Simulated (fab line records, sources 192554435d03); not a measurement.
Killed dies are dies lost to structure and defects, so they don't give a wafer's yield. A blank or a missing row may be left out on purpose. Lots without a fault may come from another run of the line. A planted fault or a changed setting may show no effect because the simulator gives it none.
fab line records | flow n5_finfet
record lots=4 wafers=12 last_day=16
route steps=1938 shown SD_EPI_N@275 SD_EPI_P@295 BEOL_M4@1111 PASSIVATION@1936
lots that met no fault: from a run of the same line without faults
start_h: hours from the record's first day to the start of the lot's first wafer shown | wait_h: hours since the lot's step before | " the same as in the row above | L1.1+2: a row that stands for several wafers | - no value, or no start given | * or withheld: withheld | < > ~ a bound
route shown NAME@n: a module of which the file shows steps, and the number in the route of the first | usual: mean/standard deviation of fault-free wafers | same: alike in all rows | chamber/n: place in a boat | sites: the reading at each site | _std_site: their standard deviation | _edge_site: outer sites' mean less inner sites' | radius_mm: how far each site lies from the wafer's centre | mask NAME#n: copy n | behind: the tool/chamber that last shaped the wafer | hold: why the lot was held/for how many hours/how that ended | device: the transistor (n, p or np) that didn't switch | end of line: the same wafers' tests at the end of the route | a step without rows: its recipe alone | killed: dies lost to structure and defects at the first sort, not the wafer's yield | map: a wafer's dies, x killed, . not, _ none there
set.NAME: the setting as run; set.NAME@STEP: as run at that earlier step | model.NAME: the simulator's own value behind a step, which no gauge read
lots at some steps of the route; a table a step, a row a wafer
services: from which hour (start_h, from the record's first day; less than 0 if before it) a tool's chamber was out of use, for how many hours, and why
## steps
# step N5_SD_EPI_N_ETCH_35
# recipe chemistry=N2/H2 target=SOC overetch_a=1080 mask_material=SiARC temp_c=40 ion_energy_ev=100 source_w=3000 bias_w=133 pressure_mtorr=20 time_s=486 n2_flow_sccm=200 h2_flow_sccm=200
# step N5_SD_EPI_N_STRIP_36
# recipe chemistry=N2/H2 temp_c=40 n2_flow_sccm=200 h2_flow_sccm=200 rf_frequency_hz=6e+07
# step N5_SD_EPI_N_ETCHBACK_44
# recipe chemistry=CH3F/O2 mode=anisotropic_etchback target=SiNx target_depth_a=145 stop_on=SiO2 over_etch_frac=0.3 ion_energy_ev=120 pressure_mtorr=30 source_w=395 bias_w=73 Ar_flow_sccm=150 CH3F_flow_sccm=30 O2_flow_sccm=20
# step N5_SD_EPI_N_ETCH_45
# recipe chemistry=CH3F/O2 target=SiOCN target_depth_a=60 mask_material=SOC ion_energy_ev=60 bias_w=29 pressure_mtorr=15 source_w=410 Ar_flow_sccm=150 CH3F_flow_sccm=30 O2_flow_sccm=20
# step N5_SD_EPI_N_ETCH_16
# recipe chemistry=CHF3/O2 target=SiO2 target_depth_a=50 mask_material=SOC pressure_mtorr=30 source_w=650 bias_w=170 Ar_flow_sccm=200 CHF3_flow_sccm=50 O2_flow_sccm=5 ion_energy_ev=200
# step N5_SD_EPI_N_STRIP_47
# recipe chemistry=CHF3/O2 resist=SiARC rf_frequency_hz=6e+07
# step N5_SD_EPI_N_SD_RECESS_17
# recipe chemistry=HBr/Cl2/O2 target_depth_a=410 mask_material=SOC time_s=23.7 bt_time_s=3 pressure_mtorr=10 icp_w=800 bias_w=112 HBr_flow_sccm=150 Cl2_flow_sccm=80 O2_flow_sccm=12
# step N5_SD_EPI_N_STRIP_38
# recipe chemistry=N2/H2 power_w=1000 temp_c=250 h2_frac=0.65 overash_fraction=0.3 pressure_mtorr=withheld n2_flow_sccm=1750 h2_flow_sccm=3250
# step N5_SD_EPI_N_WET_ETCH_43
# recipe chemistry=dHF dilution=withheld time_s=14 target=SiO2 target_depth_a=15 temp_c=25
# step N5_SD_EPI_N_STRIP_18
# recipe chemistry=SPM time_s=750 temp_c=130 h2so4_h2o2_vol_ratio=4
# step N5_SD_EPI_N_SRD_20
# recipe dry=ipa_marangoni do_ppb=5 time_s=30 temp_c=23 rinse_liquid=diw
# step N5_SD_EPI_N_PRECLEAN_48
# recipe chemistry=NF3:NH3 afs_cycles=2 temp_c=30 time_s=20 sublimation_temp_c=180 sublimation_time_s=60 pressure_torr=3 rf_power_w=30
# step N5_SD_EPI_N_VAPOR_ETCH_50
# recipe chemistry=HCl target=Si temp_c=775 time_s=54 pressure_torr=20 mode=isotropic
# usual susceptor_temp_C=774.9/0.34 throttle_valve_pct=12.0/0.41
# columns lot.wafer tool chamber start_h wait_h susceptor_temp_C throttle_valve_pct
L998.1 epi_rpcvd-02 0 80.31 0.3 774.8 11.5
L998.3 " 0 " " 774.9 11.8
L998.5 " 0 " " 775.2 11.7
L102.1 epi_rpcvd-01 0 106.95 0.3 774.9 12.7
L102.2 " 0 " " 774.9 12.5
L102.5 " 0 " " 774.5 12.4
L109.1 epi_rpcvd-02 0 147.36 0.4 - 11.9
L109.3 " 0 " " - 11.8
L109.5 " 0 " " - 11.3
L110.1 epi_rpcvd-02 0 152.58 0.3 - 11.8
L110.2 " 0 " " - 11.5
L110.5 " 0 " " - 11.5
# step N5_SD_EPI_N_EPI_21
# recipe material=Si:P dopant=P temp_c=680 pressure_torr=255 time_s=690
# step N5_SD_EPI_N_PRECLEAN_24
# recipe chemistry=O3/DIW time_s=60 temp_c=22 o3_ppm=10
# step N5_SD_EPI_N_SRD_25
# recipe time_s=30 temp_c=23 rinse_liquid=diw dry=ipa_marangoni
# step N5_SD_EPI_N_PRECLEAN_49
# recipe chemistry=NF3:NH3 afs_cycles=1 temp_c=30 time_s=20 sublimation_temp_c=180 sublimation_time_s=60 pressure_torr=3 rf_power_w=30
# step N5_SD_EPI_N_LINER_46
# recipe material=SiNx target_thk_a=30 temp_c=400 ald_precursor_family=SiH2I2 ald_co_reactant=N2/H2-plasma pressure_torr=2
# step N5_SD_EPI_P_COAT_34
# recipe resist=SOC temp_c=250 time_s=60 spin_rpm=1500 resist_thk_nm=350
# step N5_SD_EPI_P_COAT_35
# recipe resist=SiARC temp_c=220 time_s=60 spin_rpm=1500 resist_thk_nm=35
# step N5_SD_EPI_P_COAT_03
# recipe resist=CAR-ArF-block spin_rpm=1500 resist_thk_nm=150
# step N5_SD_EPI_P_EBR_05
# recipe solvent=PGMEA ebr_width_mm=1.5
# step N5_SD_EPI_P_SOFTBAKE_04
# recipe temp_c=110 time_s=60 resist=CAR-ArF-block
# step N5_SD_EPI_P_EXPOSE_06
# recipe mask_id=SD_P_BLK na=1.35 source_shape=conventional sigma_outer=0.8 polarization=unpolarized target_cd_nm=240 dose_mj=39.5
# step N5_SD_EPI_P_PEB_07
# recipe peb_temp_c=110 peb_time_s=60 resist=CAR-ArF-block
# step N5_SD_EPI_P_DEVELOP_08
# recipe develop_time_s=30 developer=TMAH resist=CAR-ArF-block dev_temp_c=23 rinse_liquid=diw dry=air_spin
# step N5_SD_EPI_P_DESCUM_14
# recipe chemistry=O2 time_s=7.9 source_power_w=50 bias_power_w=20 pressure_mtorr=20 rf_frequency_hz=2.712e+07 temp_c=40 resist=CAR-ArF-block o2_flow_sccm=225
# step N5_SD_EPI_P_ETCH_36
# recipe chemistry=CF4 target=SiARC target_depth_a=455 mask_material=CAR-ArF-block time_s=75.8 ion_energy_ev=80 pressure_mtorr=40 source_w=545 bias_w=36 Ar_flow_sccm=100 cf4_flow_sccm=100 ends=cleared
# step N5_SD_EPI_P_ETCH_37
# recipe chemistry=N2/H2 target=SOC overetch_a=1080 mask_material=SiARC temp_c=40 ion_energy_ev=100 source_w=3000 bias_w=133 pressure_mtorr=20 time_s=486 n2_flow_sccm=200 h2_flow_sccm=200 ends=end_point
# step N5_SD_EPI_P_STRIP_38
# recipe chemistry=N2/H2 temp_c=40 n2_flow_sccm=200 h2_flow_sccm=200 rf_frequency_hz=6e+07
# step N5_SD_EPI_P_ETCHBACK_46
# recipe chemistry=CH3F/O2 mode=anisotropic_etchback target=SiNx target_depth_a=175 stop_on=SiO2 over_etch_frac=0.3 ion_energy_ev=120 pressure_mtorr=30 source_w=395 bias_w=73 Ar_flow_sccm=150 CH3F_flow_sccm=30 O2_flow_sccm=20
# step N5_SD_EPI_P_ETCH_47
# recipe chemistry=CH3F/O2 target=SiOCN target_depth_a=250 mask_material=SOC ion_energy_ev=60 bias_w=29 pressure_mtorr=30 source_w=410 Ar_flow_sccm=150 CH3F_flow_sccm=30 O2_flow_sccm=20
# step N5_SD_EPI_P_ETCH_16
# recipe chemistry=CHF3/O2 target=SiO2 target_depth_a=50 mask_material=SOC pressure_mtorr=30 source_w=650 bias_w=170 Ar_flow_sccm=200 CHF3_flow_sccm=50 O2_flow_sccm=5 ion_energy_ev=200
# step N5_SD_EPI_P_STRIP_50
# recipe chemistry=CHF3/O2 resist=SiARC rf_frequency_hz=6e+07
# step N5_SD_EPI_P_SD_RECESS_17
# recipe chemistry=HBr/Cl2/O2 target_depth_a=391 bt_time_s=3 pressure_mtorr=10 icp_w=800 bias_w=112 HBr_flow_sccm=150 Cl2_flow_sccm=80 O2_flow_sccm=12
# step N5_SD_EPI_P_WET_ETCH_45
# recipe chemistry=dHF dilution=withheld time_s=10.7 target=SiO2 target_depth_a=20 temp_c=25 dry=ipa_marangoni rinse_time_s=30 rinse_temp_c=23
# step N5_SD_EPI_P_STRIP_40
# recipe chemistry=N2/H2 power_w=1000 temp_c=250 h2_frac=0.65 overash_fraction=0.3 pressure_mtorr=withheld n2_flow_sccm=1750 h2_flow_sccm=3250
# step N5_BEOL_M4_RC_MEAS_101
# usual DIBL_N=37.5/1.9 DIBL_P=37.3/2.4 IOFF_N=0.18/0.038 IOFF_N_85C=3.5/0.61 IOFF_P=0.23/0.045 ION_N=677/11 ION_P=464/8.1 REXT_N=74.6/1.9 SS_N=72.0/0.68 SS_P=73.5/0.77 VT_N=249/3.3 VT_N_LVT=98/3.3 VT_P=-249/3.6
# columns lot.wafer tool chamber start_h wait_h DIBL_N[mV/V] DIBL_P[mV/V] IOFF_N[nA/um] IOFF_N_85C[nA/um] IOFF_P[nA/um] ION_N[uA/um] ION_P[uA/um] REXT_N[ohm.um] SS_N[mV/dec] SS_P[mV/dec] VT_N[mV] VT_N_LVT[mV] VT_P[mV]
L998.1 prober-01 0 195.74 0.0 40.0 39.2 0.23 4.2 0.31 686 469 74.2 71.8 74.0 245 95 -245
L998.3 " 0 " " 37.8 37.0 0.19 3.5 0.25 692 471 75.6 71.0 73.4 248 96 -246
L998.5 " 0 " " 36.3 35.2 0.15 3.0 0.23 685 474 73.5 70.9 73.3 249 99 -250
L102.1 prober-02 0 221.96 0.0 37.9 39.0 0.19 3.5 0.26 678 470 71.7 72.0 74.5 249 96 -248
L102.2 " 0 " " 37.0 36.6 0.17 3.3 0.22 661 455 70.8 72.1 73.5 251 98 -250
L102.5 " 0 " " 38.1 38.2 0.20 3.8 0.26 675 467 71.3 72.0 74.3 252 97 -246
L109.1 prober-01 0 273.54 0.0 34.8 40.1 0.11 2.3 0.27 626 468 94.8 71.0 74.8 257 108 -247
L109.3 " 0 " " 31.2 35.4 0.08 1.7 0.20 612 459 95.3 70.9 73.6 261 112 -249
L109.5 " 0 " " 31.6 36.7 0.08 1.7 0.22 617 462 93.7 71.1 74.0 261 112 -251
L110.1 prober-01 0 275.56 0.4 29.5 37.6 0.07 1.6 0.26 615 480 97.5 69.8 73.3 262 111 -245
L110.2 " 0 " " 31.8 41.6 0.10 2.2 0.37 619 477 100.4 70.8 74.4 256 106 -239
L110.5 " 0 " " 31.2 40.6 0.09 1.9 0.32 622 485 98.7 71.3 74.1 259 110 -242
# step N5_PASSIVATION_PROBE_49
# usual defect_limited_yield=91.2/1.5 killed_at_M0_to_M3=31/10 killed_at_M4_up=15/5.9 killed_at_contacts=13/6 killed_at_front_end=41/11 killed_at_other=4/3.1 killed_dies=104/18 killed_open=68/13 killed_short=33/8.1 sort_bin_5_function=5.1/1.1 sort_bin_6_memory=3.2/0.69 sort_bin_8_speed=0.01/0.045 sort_n_pass=1076/18 sort_yield_pct=91.2/1.5
# same gross_dies=1180 killed_at_back_side=0 sort_bin_4_leakage[%]=0
# columns lot.wafer tool chamber start_h wait_h defect_limited_yield[%] killed_at_M0_to_M3 killed_at_M4_up killed_at_contacts killed_at_front_end killed_at_other killed_dies killed_open killed_short sort_bin_5_function[%] sort_bin_6_memory[%] sort_bin_8_speed[%] sort_n_pass sort_yield_pct[%]
L998.1 prober-01 - 295.38 0.0 90.7 36 10 12 49 3 110 78 30 5.5 3.4 0 1070 90.7
L998.3 prober-01 - 295.48 0.1 91.4 27 23 10 34 8 102 71 27 4.9 3.3 0 1078 91.4
L998.5 prober-01 - 295.58 0.2 91.8 35 10 20 30 2 97 72 21 5.3 2.6 0 1083 91.8
L110.1 prober-01 - 379.06 0.0 94.2 20 11 14 21 2 68 46 22 3.7 1.9 85.25 106 9.0
L110.2 prober-01 - 379.11 0.1 91.5 37 11 16 35 1 100 72 25 4.1 3.9 74.15 205 17.4
L110.5 prober-01 - 379.26 0.2 93.5 26 9 14 28 0 77 56 20 3.7 2.5 74.32 227 19.2
L109.1 prober-01 - 379.36 0.0 90.4 38 10 15 46 4 113 73 32 5.7 3.0 25.93 761 64.5
L109.3 prober-01 - 379.46 0.1 91.5 29 16 11 42 2 100 65 30 4.5 3.2 84.75 80 6.8
L109.5 prober-01 - 379.56 0.2 91.3 20 7 25 48 3 103 76 27 6.1 2.5 77.54 162 13.7
# killed by level:class
L998.1 FIN_SAQP:geometric_particle:open=20 MOL_CONTACT_COAG:geometric_particle:open=10 BEOL_M0_SAQP:geometric_particle:open=9 BEOL_M1:geometric_particle:open=9 BEOL_M0_SAQP:geometric_particle:short=7 FIN_SAQP:geometric_particle:short=6 DUMMY_GATE:geometric_particle:open=5 BEOL_M2:geometric_particle:open=5
L998.3 BEOL_M4:geometric_particle:open=12 MOL_CONTACT_COAG:geometric_particle:open=8 FIN_SAQP:geometric_particle:open=7 BEOL_M1:geometric_particle:open=5 MIM_TOP_ETCH:geometric_particle:open=5 STARTING-WAFER:geometric_particle:short=5 DUMMY_GATE:geometric_particle:open=4 GATE_CUT:geometric_particle:open=4
L998.5 MOL_CONTACT_COAG:geometric_particle:open=18 BEOL_M3:geometric_particle:open=11 BEOL_M2:geometric_particle:open=9 FIN_SAQP:geometric_particle:open=6 BEOL_M0_SAQP:geometric_particle:open=6 BEOL_M4:geometric_particle:open=5 BEOL_M0_SAQP:geometric_particle:short=4 HKMG_FIN:area_etch=4
L110.1 MOL_CONTACT_COAG:geometric_particle:open=11 FIN_SAQP:geometric_particle:open=5 BEOL_M2:geometric_particle:open=5 BEOL_M0_SAQP:geometric_particle:short=4 BEOL_M3:geometric_particle:open=4 STARTING-WAFER:geometric_particle:short=4 MOL_CONTACT_COAG:geometric_particle:short=3 BEOL_M4:geometric_particle:open=3
L110.2 MOL_CONTACT_COAG:geometric_particle:open=14 FIN_SAQP:geometric_particle:open=12 BEOL_M3:geometric_particle:open=11 BEOL_M2:geometric_particle:open=10 BEOL_M5:geometric_particle:open=6 FIN_SAQP:geometric_particle:short=5 GATE_CUT:geometric_particle:open=4 BEOL_M1:geometric_particle:short=4
L110.5 MOL_CONTACT_COAG:geometric_particle:open=11 BEOL_M3:geometric_particle:open=9 FIN_SAQP:geometric_particle:short=7 BEOL_M2:geometric_particle:open=5 FIN_SAQP:geometric_particle:open=4 DUMMY_GATE:geometric_particle:open=4 BEOL_M0_SAQP:geometric_particle:open=4 BEOL_M1:geometric_particle:open=4
L109.1 STI_FIN_REVEAL:geometric_particle:open=14 MOL_CONTACT_COAG:geometric_particle:open=13 FIN_SAQP:geometric_particle:short=7 BEOL_M1:geometric_particle:open=7 HKMG_FIN:area_etch=7 BEOL_M0:geometric_particle:open=6 FIN_SAQP:geometric_particle:open=5 BEOL_M0_SAQP:geometric_particle:short=5
L109.3 BEOL_M3:geometric_particle:open=11 FIN_SAQP:geometric_particle:open=10 MOL_CONTACT_COAG:geometric_particle:open=10 BEOL_M2:geometric_particle:open=9 FIN_SAQP:geometric_particle:short=7 STI_FIN_REVEAL:geometric_particle:open=6 HKMG_FIN:area_etch=5 BEOL_M5:geometric_particle:open=4
L109.5 MOL_CONTACT_COAG:geometric_particle:open=18 FIN_SAQP:geometric_particle:open=15 STI_FIN_REVEAL:geometric_particle:open=14 MOL_CONTACT_COAG:geometric_particle:short=7 BEOL_M1:geometric_particle:open=7 FIN_SAQP:geometric_particle:short=6 STI_FIN_REVEAL:geometric_particle:short=5 BEOL_M2:geometric_particle:open=3
# map L109.1 (x killed, . not)
_________________...x........________________
______________........x........._____________
___________........x........x......__________
__________..x..........x....xx.x...._________
________.x...x...................xx..._______
_______......x.xx.....................x______
______.............xx...x.............x._____
_____x..x...x.....x..................x...____
____............x.....x...x.........x.....___
___...........x......................x.....__
___....x.................x.........xx.....x__
__...................xx....x.x....x........._
__x.x.............x...x....................._
_.......x...x.........x..x......x....x.......
_x.................x........x....x.........x.
_.....xx...........x.......x..x.........x.x..
_........x....x...................x.......x..
_...............................xx.......x..x
_.................x.........x................
_...................xx.x..x.............x....
_........xx.................x..........xx.x..
__....................................x....._
__...............................xx........._
___.........x..x....x......................__
___.........x.x............................__
____.......x....................x.....x...___
_____..........x......x............x.....____
______.........................x....x..._____
_______......................x.........______
________.............xx..............x_______
__________..........x..............._________
___________.........x...xx.........__________
______________....x......x......_____________
_________________x......x....________________
# map L110.2 (x killed, . not)
_________________..........xx________________
______________.....x.x...xx....._____________
___________.x............x......x..__________
__________........x.......xx.x.....x_________
________...x.x....................x..._______
_______x.........x......x..............______
______.x........x.................x....._____
_____x...xx..............................____
____......x...x..............x.....x......___
___...x.x..................................__
___................x...x.......x...........__
__.................x....x...............x..._
__.........x....x..........................._
_.x.............x..........xx...............x
_..........................xx.xx.............
_.............................x.x.....x..x...
_......................x..............x......
_....................x.....x.x.........x.....
_......................x.....................
_...........x..........x.........x..xx.......
_......................x.........x.x...x.....
__....x........x..x...x.x...x........x......_
__....x..................x........x........._
___.............x.................x...x....__
___..x..............x......................__
____.....x................................___
_____.....x.x..x...............x..x......____
______.........x........................_____
_______....x......x...........xx.......______
________.............................._______
__________.x........................_________
___________.................x......__________
______________......x..........._____________
_________________....x....x..________________
## services
# columns tool chamber start_h hours kind
epi_rpcvd-02 - 88.07 0.6 repair
epi_rpcvd-01 - 111.72 1.0 repair
epi_rpcvd-01 - 138.28 6.0 pm
## key
first_sign step=N5_BEOL_M4_RC_MEAS_101 reading=REXT_N direction=up sigmas=12 usual=74.6 struck=96.7
effect step=N5_BEOL_M4_RC_MEAS_101 reading=ION_N direction=down sigmas=5.1 usual=677 struck=618
effect step=N5_BEOL_M4_RC_MEAS_101 reading=VT_N_LVT direction=up sigmas=3.6 usual=98 struck=110
effect step=N5_BEOL_M4_RC_MEAS_101 reading=VT_N direction=up sigmas=3.1 usual=249 struck=259
effect step=N5_BEOL_M4_RC_MEAS_101 reading=DIBL_N direction=down sigmas=3 usual=37.5 struck=31.7
effect step=N5_BEOL_M4_RC_MEAS_101 reading=IOFF_N_85C direction=down sigmas=2.6 usual=3.5 struck=1.9
effect step=N5_BEOL_M4_RC_MEAS_101 reading=IOFF_N direction=down sigmas=2.5 usual=0.18 struck=0.09
effect step=N5_BEOL_M4_RC_MEAS_101 reading=SS_N direction=down sigmas=1.7 usual=72.0 struck=70.8 wafers_moved=4
effect step=N5_PASSIVATION_PROBE_49 reading=sort_bin_8_speed direction=up sigmas=99+ usual=0.01 struck=70.32
met_at N5_SD_EPI_N_VAPOR_ETCH_50
struck_wafers L109.1,L109.3,L109.5,L110.1,L110.2,L110.5
onset_between 80.31 147.36
also_fits time
fault kind=process_parameter_drift tool=epi_rpcvd-02 chamber=- onset_h=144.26 steps=N5_SD_EPI_N_VAPOR_ETCH_50 channel=time_s offset=* shape=step end_h=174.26 acts_in=* stated=*
